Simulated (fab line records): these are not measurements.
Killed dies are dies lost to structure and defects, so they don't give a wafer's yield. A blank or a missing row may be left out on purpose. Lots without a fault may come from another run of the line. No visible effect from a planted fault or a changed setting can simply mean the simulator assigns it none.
Chamber matching	flow n5-finfet	4 sister chambers for N5_STI_FIN_REVEAL_STRIP_24 on rie-diel-05
The step strips in N2/H2, time 90 s. 4 wafers are shown with their chamber, then 8 later ones without.

## WAFERS WITH THEIR CHAMBER
wafer	chamber	drypump-motor-current-A (A)
L085.1	2	5.7
L085.2	3	6.6
L085.6	1	5.4
L086.3	0	6.3

## WAFERS WHOSE CHAMBER IS MISSING
wafer	drypump-motor-current-A (A)
L086.5	6.7
L086.6	5.8
L087.2	5.8
L087.4	5.8
L087.6	6.6
L097.3	6.3
L097.4	6.6
L097.5	5.8

## CHAMBER TAKEN BY EACH
wafer	from the rows above	in truth
L086.5	3	3
L086.6	2	2
L087.2	2	2
L087.4	2	2
L087.6	3	3
L097.3	0	0
L097.4	3	3
L097.5	2	2
Correctly placed: 8 of 8. Left unplaced by these rows: 0. 0 placed wrongly.
How it was worked out, from the rows above alone: a wafer's distance from a chamber is the root of the sum, over the readings, of the square of ((its reading less the chamber's mean) divided by the reading's scatter). The wafer belongs to the nearest chamber; if the next one is less than 2 further off, it can't be placed. Each chamber's mean is taken over the wafers shown for it. The scatter: root of mean squared gap, hidden wafer to nearest shown wafer, with one shown wafer a chamber.
